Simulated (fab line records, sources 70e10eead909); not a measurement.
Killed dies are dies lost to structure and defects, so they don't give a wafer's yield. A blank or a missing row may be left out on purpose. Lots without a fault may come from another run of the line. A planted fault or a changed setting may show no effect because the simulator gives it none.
Which tool did it? | flow nand_harc | 12 lots, 36 wafers sampled, at 2 steps of a route of 1302

WHAT THE GAUGES READ, wafer by wafer
NHARC_A_ONON_D1_INSPECT_32.
lot  | measured     | on                | raw_defect_count
L074 | day 8 13:55  | defect_inspect-01 | 76 53 92
L077 | day 9 15:21  | defect_inspect-02 | 62 65 73
L079 | day 10 19:02 | defect_inspect-01 | 87 60 75
L081 | day 11 08:50 | defect_inspect-02 | 87 80 86
L083 | day 11 22:14 | defect_inspect-01 | 52 60 29
L085 | day 12 23:34 | defect_inspect-01 | 53 51 74
L087 | day 13 09:18 | defect_inspect-02 | 68 40 48
L089 | day 14 10:58 | defect_inspect-01 | 91 59 46
L091 | day 15 12:17 | defect_inspect-02 | 80 114 77
L093 | day 16 06:08 | defect_inspect-01 | 65 75 117
L095 | day 16 22:25 | defect_inspect-02 | 102 76 80
L097 | day 17 15:50 | defect_inspect-02 | 77 45 44

WHICH TOOL RAN EACH LOT (tool, then ch and the chambers of the sampled wafers, then the start)
lot  | NHARC_P_BONDPAD_DEGAS_25
L074 | pvd_sputter-02, day 6 21:47
L077 | pvd_sputter-02, day 8 00:29
L079 | pvd_sputter-01, day 8 20:26
L081 | pvd_sputter-01, day 9 17:55
L083 | pvd_sputter-01, day 10 08:31
L085 | pvd_sputter-02, day 11 07:53
L087 | pvd_sputter-02, day 11 22:14
L089 | pvd_sputter-03, day 12 22:47
L091 | pvd_sputter-03, day 13 22:03
L093 | pvd_sputter-03, day 14 15:42
L095 | pvd_sputter-03, day 15 07:37
L097 | pvd_sputter-02, day 16 01:28
- NHARC_P_BONDPAD_DEGAS_25: time 60 s.

THE ANSWER, worked out from the rows above alone
Rule: what is usual is taken from the lots themselves. Put in order of their means at a reading, lots are off if they are a third of the lots or fewer, leave a main group of 4 or more, and stand apart from it by a gap of 3 or more times the standard deviation of the main group's means; of several such gaps the widest counts. A main group whose means are all the same, to the digits that the tables above print for the reading, isn't used. A lot without any number at a reading at which 4 lots or more have one is off too. The other lots that the step has rows for count as sound.
No lot is off at any reading shown: from this, nothing can be told.

WHAT THE SIMULATOR HAD PUT IN
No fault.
